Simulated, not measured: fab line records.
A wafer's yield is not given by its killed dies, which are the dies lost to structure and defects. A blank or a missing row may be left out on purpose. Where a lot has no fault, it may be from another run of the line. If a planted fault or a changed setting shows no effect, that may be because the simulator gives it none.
Split-lot experiment ; flow n5 finfet ; route with 1938 steps; 7 lots, 21 wafers read

== ON THE SPLIT ==
At N5_ZERO_LAYER_EXPOSE_08 (exposes mask ZERO, defocus 0 nm, target cd 2000 nm), the setting dose mj was moved away from the recipe's 16.2 on 5 of the 21 wafers read, by -4.6% to +3.0%. All remaining wafers had this setting at the recipe value.

== FROM THE SPLIT TO THE READING: what the file shows between them, 3 steps ==
- N5_ZERO_LAYER_PEB_09
- N5_ZERO_LAYER_DEVELOP_10: develop time 60 s
- N5_ZERO_LAYER_HARDBAKE_23: time 120 s

== THE READING ==
cd nm at N5_ZERO_LAYER_CD_MEAS_11, given in nm (cd target 2000 nm). Fault-free wafers of this fab line usually give 2000.2 nm, standard deviation 1.5 nm.

wafer;tool, chamber at the split;dose mj as run;against the recipe;cd nm, nm;against lot-mates on the recipe
L075.1;krf scanner-02, 0;16.69;+3.0%;2007.8;+5.7
L075.4;krf scanner-02, 0;16.2;recipe;2002.1;-
L075.6;krf scanner-02, 0;16.69;+3.0%;2007.4;+5.3
L079.1;krf scanner-01, 0;16.2;recipe;2001.2;-
L079.2;krf scanner-01, 0;16.2;recipe;2002.2;-
L079.5;krf scanner-01, 0;16.2;recipe;2001.6;-
L084.3;krf scanner-01, 0;16.2;recipe;1999.6;-
L084.4;krf scanner-01, 0;16.2;recipe;2000.2;-
L084.6;krf scanner-01, 0;16.2;recipe;2000.7;-
L085.2;krf scanner-02, 0;15.46;-4.6%;1987.7;-12.2
L085.5;krf scanner-02, 0;16.2;recipe;1999.9;-
L085.6;krf scanner-02, 0;15.46;-4.6%;1990.7;-9.2
L086.2;krf scanner-02, 0;16.2;recipe;1999.6;-
L086.3;krf scanner-02, 0;16.2;recipe;1998.8;-
L086.5;krf scanner-02, 0;16.2;recipe;2000.1;-
L088.2;krf scanner-01, 0;16.56;+2.2%;2004.6;+6.2
L088.3;krf scanner-01, 0;16.2;recipe;1998.0;-
L088.4;krf scanner-01, 0;16.2;recipe;1998.7;-
L090.2;krf scanner-01, 0;16.2;recipe;1998.4;-
L090.4;krf scanner-01, 0;16.2;recipe;1999.2;-
L090.6;krf scanner-01, 0;16.2;recipe;1999.1;-

FIT RESULTS
A straight line over all 21 wafers: cd nm changes by +2.38 nm for each +1% of dose mj; r = +0.96; the points scatter about the line by 1.3 nm.
The same after taking each lot's own level away (the mean of its wafers on the recipe; 21 wafers): +2.23 nm for each +1%; r = +0.98; scatter 0.8 nm.
The reading moves by 10 nm for the largest change in dose mj, on that fit.
The span of the lots' own levels, 1998.35 to 2002.10 nm, comes to 2.5 times the standard deviation stated above.
The two slopes are in agreement: the lot-to-lot level therefore moves the slope only a little.
Check: -9.2 nm against its lot-mates is what the line predicts for one of the wafers moved furthest among these (-4.6%) when that wafer is left out of the fit. Against them it came out at -12.2 nm.

== THE FILE'S OWN FIT ==
cd nm changes by +2.28 nm for each +1% of dose mj, r = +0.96.
